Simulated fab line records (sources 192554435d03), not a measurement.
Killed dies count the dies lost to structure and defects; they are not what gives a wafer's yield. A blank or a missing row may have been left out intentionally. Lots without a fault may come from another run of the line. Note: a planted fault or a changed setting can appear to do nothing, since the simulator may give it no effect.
Matching of chambers | flow n5Finfet | N5_BEOL_M6_STRIP_67 on rieDiel-05: 4 sister chambers
The step strips in CF4. 27 wafers are shown with their chamber, then 12 later ones without.

== WAFERS, EACH WITH ITS CHAMBER ==
wafer  | chamber | drypumpMotorCurrentA (A) | showerheadPlenumPTorr (Torr) | throttleValvePct (%)
L075.1 | 0       | 5.1                      | 1.768                        | 13.6
L075.2 | 2       | 5.1                      | 1.718                        | 13.7
L075.3 | 3       | 5.7                      | 1.781                        | 14.1
L075.4 | 3       | 5.7                      | 1.781                        | 14.1
L075.5 | 0       | 5.1                      | 1.767                        | 13.6
L075.6 | 2       | 5.2                      | 1.718                        | 13.7
L077.4 | 3       | 5.8                      | 1.778                        | 14.1
L077.5 | 3       | 5.8                      | 1.779                        | 14.1
L077.6 | 2       | 5.1                      | 1.716                        | 13.8
L080.1 | 3       | 5.7                      | 1.777                        | 14.1
L080.4 | 3       | 5.7                      | 1.777                        | 14.1
L080.5 | 1       | 6.0                      | 1.764                        | 13.2
L082.1 | 2       | 5.1                      | 1.713                        | 13.8
L082.3 | 1       | 6.0                      | 1.763                        | 13.2
L082.5 | 3       | 5.7                      | 1.776                        | 14.1
L084.1 | 3       | 5.7                      | 1.775                        | 14.1
L084.3 | 2       | 5.1                      | 1.710                        | 13.8
L084.6 | 1       | 6.0                      | 1.760                        | 13.2
L083.2 | 1       | 6.0                      | 1.760                        | 13.2
L083.5 | 3       | 5.7                      | 1.773                        | 14.1
L083.6 | 0       | 5.1                      | 1.763                        | 13.1
L087.1 | 2       | 5.1                      | 1.710                        | 13.8
L087.2 | 3       | 5.7                      | 1.772                        | 14.1
L087.3 | 0       | 5.1                      | 1.762                        | 13.1
L087.4 | 1       | 6.0                      | 1.759                        | 13.2
L087.5 | 2       | 5.2                      | 1.710                        | 13.8
L087.6 | 1       | 6.0                      | 1.759                        | 13.2

SIGNATURES, as means of the wafers listed above
reading               | chamber 0 | chamber 1 | chamber 2 | chamber 3 | scatter within a chamber
drypumpMotorCurrentA  | 5.100     | 6.000     | 5.129     | 5.720     | 0.0363
showerheadPlenumPTorr | 1.76500   | 1.76083   | 1.71357   | 1.77690   | 0.00306
throttleValvePct      | 13.350    | 13.200    | 13.771    | 14.100    | 0.107
Rule: for a wafer and a chamber, the distance is found by dividing, reading by reading, the gap between the wafer's reading and the chamber's mean by the reading's scatter, squaring, summing and taking the root. The wafer belongs to the nearest chamber; if the next one is less than 2 further off, it can't be placed. The scatter is the square root of a quotient: the sum, over the shown wafers, of each reading's squared deviation from its chamber's mean, divided by wafers minus chambers.

== WAFERS WITH NO CHAMBER GIVEN ==
wafer  | drypumpMotorCurrentA (A) | showerheadPlenumPTorr (Torr) | throttleValvePct (%)
L092.3 | 5.1                      | 1.707                        | 13.8
L092.4 | 5.2                      | 1.707                        | 13.8
L092.6 | 5.1                      | 1.759                        | 13.2
L094.1 | 6.0                      | 1.755                        | 13.2
L094.5 | 5.1                      | 1.706                        | 13.9
L094.6 | 5.1                      | 1.757                        | 13.1
L097.1 | 5.2                      | 1.703                        | 13.8
L097.2 | 6.0                      | 1.752                        | 13.3
L097.3 | 5.7                      | 1.771                        | 13.6
L097.4 | 5.1                      | 1.756                        | 13.2
L097.5 | 5.1                      | 1.755                        | 13.2
L097.6 | 5.7                      | 1.771                        | 13.6

== THE CHAMBER EACH PASSED THROUGH ==
wafer  | from the rows above | in truth
L092.3 | 2                   | 2
L092.4 | 2                   | 2
L092.6 | 0                   | 0
L094.1 | 1                   | 1
L094.5 | 2                   | 2
L094.6 | 0                   | 0
L097.1 | 2                   | 2
L097.2 | 1                   | 1
L097.3 | 3                   | 3
L097.4 | 0                   | 0
L097.5 | 0                   | 0
L097.6 | 3                   | 3
Placed correctly: 12 of 12. From these rows, 0 cannot be placed. Wrongly placed: 0.
